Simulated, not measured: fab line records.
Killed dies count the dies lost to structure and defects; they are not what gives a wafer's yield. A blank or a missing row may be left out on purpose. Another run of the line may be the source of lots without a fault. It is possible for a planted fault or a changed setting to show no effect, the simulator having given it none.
Comparing a struck lot with a sound one || flow n5Finfet || 16 steps out of a route of 1938
Sound: these wafers, L704.2, L704.3, L704.5. Struck: wafers L720.3, L720.4, L720.6. Last of all comes the cause.
Each step with rows lists, per side, the tool, then ch with its chambers, then its first start. Under that, the readings that differ: sound wafers || struck wafers || difference of the means || sigmas: that difference in standard deviations of wafers without a fault.
alike: readings with means less than 2 such deviations apart, plus words and numbers identical on both sides. not compared: withheld readings, readings lacking a value on some wafer, bounds such as >300 that could conceal the same value, and numbers that have no deviation in the record and whose values overlap.
Wherever a step has rows on one side only, a row that says differs or no value, or a row with sigmas, the two part there. Numbers that have no deviation but don't overlap get no sigmas and don't part them. Lack of a reading on every wafer of one side parts them only where that side has two or more wafers.

first, 8 steps without rows for these wafers: N5_BEOL_M14_COAT_58 (time 60 s, resist thk 89 nm); N5_BEOL_M14_COAT_04 (resist thk 800 nm); N5_BEOL_M14_EBR_06; N5_BEOL_M14_SOFTBAKE_05 (time 60 s); N5_BEOL_M14_EXPOSE_07 (exposes mask V13); N5_BEOL_M14_PEB_08 (peb time 90 s); N5_BEOL_M14_DEVELOP_09 (develop time 45 s); N5_BEOL_M14_HARDBAKE_14 (time 120 s).
N5_BEOL_M14_CD_MEAS_10 targets a cd of 250 nm.
  sound on cdSem-03 ch 0, day 16 00:22; struck on cdSem-03 ch 0, day 18 17:13
  alike: cdNm
N5_BEOL_M14_OVL_MEAS_11:
  sound on overlay-01 ch 0, day 16 00:24; struck on overlay-01 ch 0, day 18 17:15
  alike: V13_OVL
N5_BEOL_M14_INSPECT_12: inspects for defects (macro).
  sound on defectInspect-01 at day 16 00:26; struck on defectInspect-02 at day 18 17:17
  alike: rawDefectCount
N5_BEOL_M14_DESCUM_15: chemistry O2, time 7.9 s.
  sound on rieDiel-04 ch 0,1,2, day 16 00:28; struck on rieDiel-04 ch 0,1, day 18 17:19
  alike: drypumpMotorCurrentA, oesProductAu, rfFwdPowerW, rfVppV, showerheadPlenumPTorr, throttleValvePct
  not compared: rfHoursCounterH
N5_BEOL_M14_ETCH_59: etches BARC in N2/H2, target depth 89 nm, overetch 26.7 nm, time 67.9 s.
  sound on rieDiel-04 ch 0,1,2, day 16 00:29; struck on rieDiel-04 ch 0,1, day 18 17:20
  no value came back on the struck wafers for any of 9 readings (biasW (W), chamberPressureMTorr (mTorr) and others); on the sound wafers biasW (W) reads 149.4 149.7 150.5
{"reading": "model.coat_of_BEOL_M14_COAT_04.thkNm (nm)", "sound": "717.6 713.4 719.6", "struck": "789.2 788.8 789.8", "difference": "+72.4", "sigmas": ""}
  not compared: rfHoursCounterH
N5_BEOL_M14_VIA_ETCH_16: etches SiO2 in C4F8/O2/Ar, target depth 1231.3 nm.
  sound on rieDiel-04 ch 0,1,2, day 16 00:33; struck on rieDiel-04 ch 0,1, day 18 17:24
{"reading": "model.coat_of_BEOL_M14_COAT_04.thkNm (nm)", "sound": "450.4 445 459", "struck": "522 513.2 514.4", "difference": "+65", "sigmas": ""}
  alike: C4F8_flow_sccm, O2_flow_sccm, drypumpMotorCurrentA, oesProductAu, rfFwdPowerW, rfVppV, showerheadPlenumPTorr, throttleValvePct
N5_BEOL_M14_STRIP_63: strips in O2.
  sound: rieDiel-04 ch 0,1,2; struck: rieDiel-04 ch 0,1
  alike: drypumpMotorCurrentA, oesProductAu, rfVppV, showerheadPlenumPTorr, throttleValvePct
  not compared: rfHoursCounterH
N5_PASSIVATION_PROBE_49:
  the record holds rows for the sound wafers here (prober-02, day 17 03:29) but none for the struck ones

WHERE THEY PART
At N5_BEOL_M14_ETCH_59 first; at N5_PASSIVATION_PROBE_49 last (within this record only).

WHY: the cause the simulator had injected
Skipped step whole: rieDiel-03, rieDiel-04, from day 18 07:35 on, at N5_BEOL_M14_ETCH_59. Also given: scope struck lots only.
